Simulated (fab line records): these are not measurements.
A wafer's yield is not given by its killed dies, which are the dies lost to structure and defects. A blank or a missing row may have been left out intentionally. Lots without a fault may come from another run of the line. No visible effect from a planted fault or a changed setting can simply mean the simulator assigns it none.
fab line records	flow n5_finfet
[record] lots = 7	wafers = 21	last_day = 17
route steps=1938 shown BEOL_M7@1323 BEOL_M8@1342 BEOL_M15@1830 PASSIVATION@1936
lots that met no fault: taken from a fault-free run of the same line
start_h: hours from the record's first day to the start of the lot's first wafer shown	wait_h: hours from the lot's prior step to this one	" the same as in the row above	L1.1+2: several wafers, shown together as one row	- value missing, or start not given	* or withheld: withheld	< > ~ a bound
route shown NAME@n: NAME is a module with steps in the file, n the number in the route of the first one	usual: mean and standard deviation over wafers with no fault	same: alike in all rows	chamber/n: place in a boat	sites: readings site by site	_std_site: the values' standard deviation	_edge_site: the outer-site mean with the inner-site mean subtracted	radius_mm: how far each site lies from the wafer's centre	mask NAME#n: copy n	behind: the tool/chamber that last shaped the wafer	hold: why the lot went on hold/how many hours it stayed there/how the hold came to an end	device: whichever transistor did not switch (one of n, p or np)	end of line: the route-end tests of the same wafers	a step given without rows: its recipe and nothing more	killed: the dies lost at the first sort to structure and to defects; this is not the yield of the wafer	map: per-die view of a wafer (x killed, . not killed, _ where there is no die)
set.NAME: the run value of the setting; set.NAME@STEP: its run value at that earlier step	model.NAME: the simulator's own value behind a step, which no gauge read
a sample of lots followed through the steps of the route, with each step as a table and each wafer as a row
services: when a tool's chamber went out of use (start_h, in hours from the record's first day, below 0 if earlier), for how many hours, and the reason
[[steps]]
[step N5_BEOL_M7_SPUTTER_48]
[recipe] material = Cu	target_thk_a = 100	temp_c = -20	bias_v = 60	power_w = 26000	chamber_pressure_pa = 0.13	time_s = 1.667
[usual] throttle_valve_pct = 29.7/1.1
lot.wafer	tool	chamber	start_h	wait_h	throttle_valve_pct
L795.1	pvd_sputter-01	-	215.37	0.2	28.5
L795.2	"	-	"	"	31.0
L795.3	"	-	"	"	30.2
L799.3	pvd_sputter-03	-	260.38	0.1	31.1
L799.4	"	-	"	"	27.8
L799.5	"	-	"	"	31.2
L801.1	pvd_sputter-02	-	261.35	0.1	30.2
L801.3	"	-	"	"	28.4
L801.5	"	-	"	"	28.5
L804.2	pvd_sputter-03	-	282.63	0.1	29.1
L804.3	"	-	"	"	31.5
L804.4	"	-	"	"	29.8
L809.1	pvd_sputter-02	-	313.48	0.1	28.9
L809.4	"	-	"	"	30.6
L809.5	"	-	"	"	30.3
L810.1	pvd_sputter-03	-	315.43	0.1	29.0
L810.2	"	-	"	"	31.3
L810.5	"	-	"	"	28.2
L813.1	pvd_sputter-03	-	330.69	0.1	29.3
L813.2	"	-	"	"	27.7
L813.6	"	-	"	"	31.1
[step N5_BEOL_M7_RS_MEAS_57]
[recipe] thk_meas_gauge = four-point-probe	reads = Cu_of_BEOL_M7_ECD_50+Co_of_BEOL_M7_CVD_78+TaN_of_BEOL_M7_ALD_77
[usual] M7_RS = 0.288/0.0075
lot.wafer	tool	chamber	start_h	wait_h	M7_RS[ohm/sq]
L795.1	film_metro-02	-	216.42	0.1	0.274
L795.2	"	-	"	"	0.284
L795.3	"	-	"	"	0.280
L799.3	film_metro-02	-	261.34	0.1	0.285
L799.4	"	-	"	"	0.288
L799.5	"	-	"	"	0.297
L801.1	film_metro-02	-	262.76	0.1	0.289
L801.3	"	-	"	"	0.289
L801.5	"	-	"	"	0.294
L804.2	film_metro-01	-	283.83	0.1	0.284
L804.3	"	-	"	"	0.295
L804.4	"	-	"	"	0.280
L809.1	film_metro-02	-	314.41	0.1	0.297
L809.4	"	-	"	"	0.294
L809.5	"	-	"	"	0.299
L810.1	film_metro-02	-	316.36	0.1	0.281
L810.2	"	-	"	"	0.292
L810.5	"	-	"	"	0.295
L813.1	film_metro-01	-	331.95	0.1	0.289
L813.2	"	-	"	"	0.304
L813.6	"	-	"	"	0.294
[step N5_BEOL_M8_EXPOSE_08]
[recipe] mask_id = M8	na = 1.35	source_shape = dipole	sigma_inner = 0.817	sigma_outer = 0.97	polarization = te	dose_mj = 68.25
[usual] exposure_dose_mJ_cm2 = 68.23/0.064	stage_vel_mm_s = 499.94/0.22
lot.wafer	tool	chamber	start_h	wait_h	mask	exposure_dose_mJ_cm2	stage_vel_mm_s
L795.1	arfi_scanner-01	0	218.48	-	M8#0	68.21	500.15
L795.2	"	0	"	"	M8#0	68.21	500.20
L795.3	"	0	"	"	M8#0	68.35	500.08
L799.3	arfi_scanner-03	0	265.20	-	M8#0	68.15	500.36
L799.4	"	0	"	"	M8#0	68.13	500.24
L799.5	"	0	"	"	M8#0	68.19	499.92
L801.1	arfi_scanner-03	0	265.33	-	M8#0	68.34	499.69
L801.3	"	0	"	"	M8#0	68.31	499.82
L801.5	"	0	"	"	M8#0	68.28	499.68
L804.2	arfi_scanner-02	0	285.99	-	M8#0	68.26	500.00
L804.3	"	0	"	"	M8#0	68.15	499.86
L804.4	"	0	"	"	M8#0	68.25	499.58
L809.1	arfi_scanner-02	0	316.17	-	M8#0	71.54	499.63
L809.4	"	0	"	"	M8#0	71.66	499.53
L809.5	"	0	"	"	M8#0	71.72	500.08
L810.1	arfi_scanner-02	0	318.15	-	M8#0	70.91	500.11
L810.2	"	0	"	"	M8#0	70.89	499.75
L810.5	"	0	"	"	M8#0	70.88	500.03
L813.1	arfi_scanner-01	0	334.71	-	M8#0	68.32	500.14
L813.2	"	0	"	"	M8#0	68.32	500.18
L813.6	"	0	"	"	M8#0	68.27	499.75
[step N5_BEOL_M8_CD_MEAS_11]
[recipe] target_cd_nm = 38.5	landing_energy_ev = 500	detector = se_inlens	polarity = opening
[usual] cd_nm = 38.7/0.45
lot.wafer	tool	chamber	start_h	wait_h	cd_nm
L795.1	cd_sem-03	0	218.61	-	39.2
L795.2	"	0	"	"	39.5
L795.3	"	0	"	"	39.4
L799.3	cd_sem-01	0	265.32	-	38.3
L799.4	"	0	"	"	38.4
L799.5	"	0	"	"	38.4
L801.1	cd_sem-01	0	265.46	-	39.0
L801.3	"	0	"	"	38.9
L801.5	"	0	"	"	38.8
L804.2	cd_sem-01	0	286.11	-	39.0
L804.3	"	0	"	"	38.9
L804.4	"	0	"	"	39.0
L809.1	cd_sem-02	0	316.30	-	41.6
L809.4	"	0	"	"	40.9
L809.5	"	0	"	"	41.4
L810.1	cd_sem-03	0	318.28	-	40.2
L810.2	"	0	"	"	40.5
L810.5	"	0	"	"	40.9
L813.1	cd_sem-02	0	334.83	-	38.0
L813.2	"	0	"	"	38.6
L813.6	"	0	"	"	38.2
[step N5_BEOL_M8_ETCH_61]
[recipe] chemistry = CF4	target = SiARC	target_depth_a = 455	mask_material = CAR-ArF	time_s = 75.8	ion_energy_ev = 80	pressure_mtorr = 40	source_w = 545	bias_w = 36	Ar_flow_sccm = 100	cf4_flow_sccm = 100	ends = cleared
[usual] chamber_pressure_mTorr = 40.00/0.035	drypump_motor_current_A = 5.9/0.42	etch_rf_on_time_s = 75.9/1.1	oes_product_au = 0.69/0.09	rf_vpp_V = 184.1/1	showerhead_plenum_p_Torr = 2.15/0.053	throttle_valve_pct = 15.63/0.27
lot.wafer	tool	chamber	start_h	wait_h	chamber_pressure_mTorr	drypump_motor_current_A	etch_rf_on_time_s	oes_product_au	rf_hours_counter_h	rf_vpp_V	showerhead_plenum_p_Torr	throttle_valve_pct
L795.1	rie_diel-04	2	219.01	0.0	39.98	5.1	75.6	0.61	205	183.4	2.12	15.93
L795.2	"	0	"	"	40.05	5.4	76.8	0.58	241	182.7	2.11	15.66
L795.3	"	3	"	"	40.05	6.1	74.9	0.79	12	184.7	2.11	15.28
L799.3	rie_diel-04	2	265.44	0.0	39.98	5.1	75.8	0.60	225	183.0	2.12	15.99
L799.4	"	3	"	"	40.01	6.0	75.4	0.75	33	183.7	2.10	15.36
L799.5	"	3	"	"	40.00	6.0	74.3	0.76	-	182.6	2.10	15.34
L801.1	rie_diel-03	2	265.58	0.0	40.07	5.8	77.5	0.59	216	184.0	2.11	15.84
L801.3	"	0	"	"	40.02	5.5	75.5	0.85	3	185.9	2.19	15.20
L801.5	"	3	"	"	40.03	6.1	74.7	0.82	-	183.3	2.10	15.31
L804.2	rie_diel-04	1	286.24	0.0	40.03	5.7	76.6	0.63	180	185.1	2.21	15.94
L804.3	"	2	"	"	39.97	5.1	76.0	0.59	231	183.4	2.12	15.97
L804.4	"	3	"	"	40.01	6.1	75.4	0.74	39	182.6	2.10	15.36
L809.1	rie_diel-01	2	316.59	0.0	39.96	5.9	77.5	0.61	195	183.8	2.13	15.57
L809.4	"	1	"	"	40.02	6.7	75.9	0.60	242	183.6	2.11	15.97
L809.5	"	0	"	"	40.07	6.4	77.5	0.68	-	185.9	2.25	15.75
L810.1	rie_diel-04	0	318.49	0.0	40.04	5.4	77.7	0.77	18	183.2	2.10	15.21
L810.2	"	1	"	"	40.04	5.7	76.9	0.62	191	183.6	2.21	15.97
L810.5	"	0	"	"	40.02	5.4	77.2	0.77	-	183.6	2.10	15.23
L813.1	rie_diel-03	1	335.62	0.0	39.95	6.0	76.4	0.75	37	183.8	2.10	15.58
L813.2	"	0	"	"	40.06	5.5	75.1	0.79	29	184.9	2.18	15.25
L813.6	"	3	"	"	39.94	6.1	74.9	0.77	-	183.5	2.09	15.37
[step N5_BEOL_M8_CD_MEAS_18]
[recipe] pitch_nm = 80	target_cd_nm = 40
[usual] cd_nm = 40.2/0.53
lot.wafer	tool	chamber	start_h	wait_h	cd_nm
L795.1	cd_sem-03	-	219.44	0.0	40.6
L795.2	"	-	"	"	40.4
L795.3	"	-	"	"	41.4
L799.3	cd_sem-03	-	265.87	0.1	39.7
L799.4	"	-	"	"	40.6
L799.5	"	-	"	"	40.1
L801.1	cd_sem-02	-	266.01	0.0	41.1
L801.3	"	-	"	"	40.7
L801.5	"	-	"	"	40.6
L804.2	cd_sem-01	-	286.66	0.1	40.8
L804.3	"	-	"	"	40.6
L804.4	"	-	"	"	40.5
L809.1	cd_sem-02	-	317.45	0.0	43.0
L809.4	"	-	"	"	42.6
L809.5	"	-	"	"	42.9
L810.1	cd_sem-02	-	318.91	0.0	41.9
L810.2	"	-	"	"	41.7
L810.5	"	-	"	"	41.9
L813.1	cd_sem-02	-	336.15	0.0	39.4
L813.2	"	-	"	"	40.1
L813.6	"	-	"	"	39.6
[step N5_BEOL_M15_RC_MEAS_101]
[usual] COMB_M10 = 1.47e-11/2.9e-12	COMB_M11 = 1.48e-11/2.9e-12	COMB_M12 = 6.6e-12/1.3e-12	COMB_M13 = 5.4e-12/1.3e-12	COMB_M14 = 4.1e-12/8e-13	COMB_M15 = 2.9e-12/7e-13	COMB_M5 = 3.6e-11/7.9e-12	COMB_M6 = 2.6e-11/6.4e-12	COMB_M7 = 2.6e-11/5.1e-12	COMB_M8 = 2.6e-11/5.1e-12	COMB_M9 = 1.5e-11/3.2e-12	SERP_M10 = 3.08/0.077	SERP_M11 = 3.08/0.077	SERP_M12 = 0.639/0.014	SERP_M13 = 0.309/0.0055	SERP_M14 = 0.162/0.0031	SERP_M5 = 38.9/1.3	SERP_M6 = 13.8/0.46	SERP_M7 = 13.9/0.5	SERP_M8 = 13.8/0.51	SERP_M8_max_site = 14.3/0.55	SERP_M9 = 3.07/0.085
lot.wafer	tool	chamber	start_h	wait_h	COMB_M10[S/m]	COMB_M11[S/m]	COMB_M12[S/m]	COMB_M13[S/m]	COMB_M14[S/m]	COMB_M15[S/m]	COMB_M5[S/m]	COMB_M6[S/m]	COMB_M7[S/m]	COMB_M8[S/m]	COMB_M9[S/m]	SERP_M10[ohm/um]	SERP_M11[ohm/um]	SERP_M12[ohm/um]	SERP_M13[ohm/um]	SERP_M14[ohm/um]	SERP_M5[ohm/um]	SERP_M6[ohm/um]	SERP_M7[ohm/um]	SERP_M8[ohm/um]	SERP_M8_max_site[ohm/um]	SERP_M9[ohm/um]
L795.1	prober-01	0	271.93	0.0	1.82e-11	1.62e-11	6.9e-12	2.7e-12	4.8e-12	1.8e-12	3.2e-11	2.3e-11	3.2e-11	2.9e-11	1.5e-11	3.14	3.07	0.637	0.307	0.161	37.1	13.5	13.4	13.4	13.9	3.12
L795.2	"	0	"	"	1.48e-11	1.79e-11	6.4e-12	4.8e-12	2.9e-12	1.9e-12	4.4e-11	2.3e-11	2.8e-11	2.3e-11	1.7e-11	3.14	2.95	0.653	0.304	0.162	38.9	13.8	13.7	13.2	14.0	2.91
L795.3	"	0	"	"	1.31e-11	1.64e-11	5.7e-12	4.4e-12	2.4e-12	1.7e-12	3.6e-11	2.7e-11	2.4e-11	2.5e-11	1.2e-11	3.14	3.08	0.647	0.312	0.160	37.3	13.9	13.5	12.3	13.2	3.03
L799.3	prober-01	0	320.77	0.3	1.68e-11	1.23e-11	5.3e-12	4.4e-12	4e-12	2.9e-12	2.4e-11	2.2e-11	2.2e-11	2.7e-11	1.3e-11	3.07	3.14	0.622	0.312	0.160	39.2	13.3	14.3	13.3	13.8	3.10
L799.4	"	0	"	"	1.25e-11	1.45e-11	5.2e-12	3.2e-12	2.8e-12	1.9e-12	2.6e-11	2.3e-11	2e-11	2.8e-11	1.3e-11	3.09	3.04	0.633	0.300	0.158	38.5	13.7	14.8	14.3	15.0	3.19
L799.5	"	0	"	"	1.19e-11	1.57e-11	3.7e-12	4.6e-12	2.5e-12	2.7e-12	2.5e-11	2.7e-11	2.2e-11	3.2e-11	1.5e-11	3.24	3.19	0.612	0.313	0.157	38.5	13.7	14.5	13.9	14.3	3.15
L801.1	prober-01	0	323.54	0.0	1.46e-11	1.7e-11	3.6e-12	4e-12	1.5e-12	1.7e-12	4e-11	2.4e-11	1.9e-11	1.7e-11	1.2e-11	3.07	3.16	0.636	0.314	0.165	39.1	13.9	14.2	13.2	13.8	3.16
L801.3	"	0	"	"	1.27e-11	1.08e-11	7e-12	4.9e-12	2.5e-12	2.1e-12	4.2e-11	2.2e-11	2.3e-11	1.8e-11	1.3e-11	3.17	3.05	0.661	0.304	0.159	40.0	13.8	13.6	13.7	14.5	3.11
L801.5	"	0	"	"	1.52e-11	1.8e-11	4.7e-12	4.5e-12	2.3e-12	1.8e-12	4.4e-11	2.6e-11	2.3e-11	1.3e-11	1.4e-11	3.19	3.07	0.635	0.300	0.161	38.8	13.7	14.5	13.2	14.0	3.14
L804.2	prober-02	0	345.63	0.2	1.39e-11	1.18e-11	9.4e-12	4.8e-12	4.4e-12	3.6e-12	2.3e-11	2.6e-11	3e-11	1.5e-11	1.5e-11	2.99	3.11	0.629	0.317	0.162	38.2	14.5	13.3	14.0	14.4	3.02
L804.3	"	0	"	"	1.73e-11	1.46e-11	5.5e-12	5.2e-12	4.6e-12	4.8e-12	2.7e-11	2.3e-11	2.2e-11	2.6e-11	1.7e-11	2.96	3.19	0.657	0.313	0.161	40.6	13.6	13.8	13.6	14.2	3.00
L804.4	"	0	"	"	1.64e-11	1.02e-11	8e-12	4.3e-12	5.1e-12	3.5e-12	2.6e-11	3.3e-11	3.2e-11	2.5e-11	1.2e-11	3.02	3.21	0.619	0.309	0.171	37.5	13.6	13.3	13.8	14.9	3.09
L809.1	prober-02	0	379.47	0.0	9.7e-12	1.14e-11	9e-12	6.2e-12	4.5e-12	2.8e-12	3.3e-11	2e-11	2.7e-11	2.5e-11	1e-11	2.97	3.01	0.645	0.309	0.164	39.2	14.5	14.8	12.7	13.3	2.97
L809.4	"	0	"	"	9.2e-12	1.07e-11	5.9e-12	5.4e-12	3.7e-12	2e-12	4.5e-11	2.8e-11	3e-11	2.5e-11	1.5e-11	2.95	3.12	0.653	0.305	0.163	40.5	14.4	14.4	11.7	12.1	3.14
L809.5	"	0	"	"	1.07e-11	1.16e-11	1.08e-11	4.8e-12	4e-12	2.8e-12	4.3e-11	2e-11	2.9e-11	3.1e-11	1.6e-11	3.00	3.05	0.657	0.306	0.163	41.4	14.6	14.6	11.9	12.2	2.94
L810.1	prober-01	0	379.89	0.0	8.2e-12	1.33e-11	5.1e-12	8e-12	5e-12	3e-12	3.3e-11	3.2e-11	3e-11	2.1e-11	2.1e-11	3.09	3.13	0.650	0.301	0.156	40.0	14.9	13.7	13.0	13.3	3.10
L810.2	"	0	"	"	1.47e-11	1.46e-11	7.9e-12	6.9e-12	3.2e-12	2.2e-12	4.3e-11	2.4e-11	1.9e-11	2.7e-11	1.5e-11	3.08	3.11	0.654	0.315	0.161	42.1	13.9	14.3	12.9	13.8	3.16
L810.5	"	0	"	"	1.45e-11	1.54e-11	8.7e-12	4e-12	2.9e-12	2.8e-12	5.2e-11	2e-11	3.5e-11	3.1e-11	1.7e-11	3.05	3.14	0.651	0.314	0.166	41.1	14.3	13.7	12.6	12.9	3.14
L813.1	prober-02	0	397.00	0.0	1.09e-11	1.29e-11	5.1e-12	4.7e-12	4.7e-12	3.2e-12	4.2e-11	2.5e-11	2.3e-11	1.1e-11	1.5e-11	3.01	3.12	0.637	0.307	0.167	39.9	12.9	13.6	14.3	14.7	3.08
L813.2	"	0	"	"	1.1e-11	1.76e-11	7.4e-12	6e-12	5.2e-12	3.1e-12	3.1e-11	3.1e-11	3.7e-11	1.8e-11	1.5e-11	3.22	3.08	0.627	0.308	0.165	38.3	13.8	14.9	13.3	13.6	3.04
L813.6	"	0	"	"	1.51e-11	2.19e-11	7.2e-12	4.8e-12	4.7e-12	2.9e-12	3.4e-11	2.4e-11	2.5e-11	2.3e-11	1.8e-11	2.98	3.11	0.616	0.314	0.166	38.3	13.6	14.2	13.9	14.3	3.18
// sites SERP_M8 radius_mm=0,75,75,75,75,140,140,140,140
L795.1 13.4 13.6 13.8 13.4 13.9 13.2 13.3 13.4 13.1
L799.3 13.7 13.3 13.6 13.8 13.8 12.5 13.1 12.6 13.2
L801.1 12.8 12.8 13.2 13.1 12.8 13.6 13.2 13.8 13.2
L804.2 14.4 14.3 14.0 14.2 14.4 13.4 13.7 13.1 13.2
L809.1 13.0 13.3 12.7 12.8 12.7 12.3 12.3 12.4 12.2
L810.1 13.1 13.1 12.9 12.9 13.3 12.8 12.8 13.1 13.0
L813.1 13.8 14.3 14.6 14.3 14.3 14.5 14.7 14.6 14.2
[step N5_PASSIVATION_PROBE_49]
[usual] defect_limited_yield = 91.2/1.5	killed_at_M0_to_M3 = 35/11	killed_at_M4_up = 13/5.6	killed_at_contacts = 13/6.3	killed_at_front_end = 38/12	killed_at_other = 3.7/2.9	killed_dies = 104/18	killed_open = 69/13	killed_short = 34/8.3	sort_bin_5_function = 5.2/0.95	sort_bin_6_memory = 3.3/0.68	sort_n_pass = 1076/18	sort_yield_pct = 91.2/1.5
[same] gross_dies = 1180	killed_at_back_side = 0	sort_bin_4_leakage[%] = 0	sort_bin_8_speed[%] = 0
lot.wafer	tool	chamber	start_h	wait_h	defect_limited_yield[%]	killed_at_M0_to_M3	killed_at_M4_up	killed_at_contacts	killed_at_front_end	killed_at_other	killed_dies	killed_open	killed_short	sort_bin_5_function[%]	sort_bin_6_memory[%]	sort_n_pass	sort_yield_pct[%]
L810.1	prober-01	-	393.56	0.0	90.4	52	11	7	38	5	113	70	43	5.7	3.6	1067	90.4
L810.2	prober-01	-	393.61	0.1	90.7	56	13	8	31	2	110	79	30	5.5	3.5	1070	90.7
L810.5	prober-01	-	393.76	0.2	89.2	61	16	9	35	6	127	90	37	5.8	4.7	1053	89.2
L809.1	prober-02	-	394.17	0.0	91.3	35	19	18	23	8	103	66	35	5.0	3.4	1077	91.3
// killed by level:class
L810.1 BEOL_M0_SAQP:geometric_particle:short=15 STI_FIN_REVEAL:geometric_particle:open=10 BEOL_M3:geometric_particle:open=10 BEOL_M2:geometric_particle:open=8 MOL_CONTACT_COAG:geometric_particle:open=7 BEOL_M1:geometric_particle:open=7 BEOL_M0_SAQP:geometric_particle:open=6 GATE_CUT:geometric_particle:short=6
L810.2 BEOL_M3:geometric_particle:open=13 BEOL_M2:geometric_particle:open=12 MOL_CONTACT_COAG:geometric_particle:open=8 BEOL_M0_SAQP:geometric_particle:open=7 BEOL_M0_SAQP:geometric_particle:short=7 BEOL_M1:geometric_particle:open=6 FIN_SAQP:geometric_particle:open=5 BEOL_M7:geometric_particle:open=5
L810.5 BEOL_M3:geometric_particle:open=12 BEOL_M1:geometric_particle:open=11 STI_FIN_REVEAL:geometric_particle:open=10 BEOL_M0_SAQP:geometric_particle:open=10 BEOL_M2:geometric_particle:open=10 MOL_CONTACT_COAG:geometric_particle:open=9 BEOL_M0_SAQP:geometric_particle:short=9 FIN_SAQP:geometric_particle:short=5
L809.1 MOL_CONTACT_COAG:geometric_particle:open=14 BEOL_M4:geometric_particle:open=11 BEOL_M0_SAQP:geometric_particle:open=10 BEOL_M0_SAQP:geometric_particle:short=10 BEOL_M2:geometric_particle:open=6 STI_FIN_REVEAL:geometric_particle:open=4 MOL_CONTACT_COAG:geometric_particle:short=4 PASS1_CAP:geometric_particle:open=4
[[services]]
tool	chamber	start_h	hours	kind
arfi_scanner-03	-	211.25	1.0	pm
arfi_scanner-03	-	212.71	0.8	pm
arfi_scanner-02	-	228.11	0.8	pm
rie_diel-01	1	228.63	16.2	repair
arfi_scanner-02	-	229.04	36.0	pm
arfi_scanner-01	-	238.40	9.7	repair
rie_diel-03	-	239.55	1.0	repair
rie_diel-04	0	244.31	-	clean
rie_diel-04	0	244.31	-	consumable_replace:focus_ring
rie_diel-04	0	244.31	18.2	scheduled_down
rie_diel-04	0	244.31	18.2	vent_cycle
arfi_scanner-01	-	250.83	1.3	pm
arfi_scanner-01	-	257.66	3.9	pm
rie_diel-03	1	261.09	19.7	repair
arfi_scanner-02	-	265.04	3.1	pm
arfi_scanner-02	-	271.33	1.3	pm
arfi_scanner-03	-	278.34	28.3	repair
arfi_scanner-01	-	287.11	1.0	pm
arfi_scanner-02	-	304.61	1.0	pm
arfi_scanner-03	-	306.68	1.3	pm
arfi_scanner-01	-	309.69	1.0	pm
arfi_scanner-01	-	310.97	4.4	repair
arfi_scanner-03	-	328.29	0.6	repair
rie_diel-03	2	333.64	14.0	repair
[[key]]
[first_sign] step = N5_BEOL_M8_EXPOSE_08	reading = exposure_dose_mJ_cm2	direction = up	sigmas = 47	usual = 68.23	struck = 71.27
[effect] step = N5_BEOL_M8_CD_MEAS_11	reading = cd_nm	direction = up	sigmas = 4.9	usual = 38.7	struck = 40.9	through = control_loop
[effect] step = N5_BEOL_M8_CD_MEAS_18	reading = cd_nm	direction = up	sigmas = 4.1	usual = 40.2	struck = 42.3	through = control_loop
[effect] step = N5_BEOL_M15_RC_MEAS_101	reading = SERP_M8	direction = down	sigmas = 2.5	usual = 13.8	struck = 12.4
met_at N5_BEOL_M8_EXPOSE_08
struck_lots L809,L810
[loop_trim] step = N5_BEOL_M8_EXPOSE_08	setting = dose	lots = L810
not_acting_at N5_BEOL_M7_SPUTTER_48,N5_BEOL_M7_RS_MEAS_57,N5_BEOL_M8_ETCH_61
onset_between 285.99 316.17
[fault] kind = process_parameter_drift	tool = arfi_scanner-02	chamber = -	onset_h = 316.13	steps = N5_BEOL_M8_EXPOSE_08	channel = dose_mj	offset = 3.3669	shape = step	acts_in = these_recipes_only	stated = 68.25
// loop_trim: a control loop set the setting to another value than it would have without faults
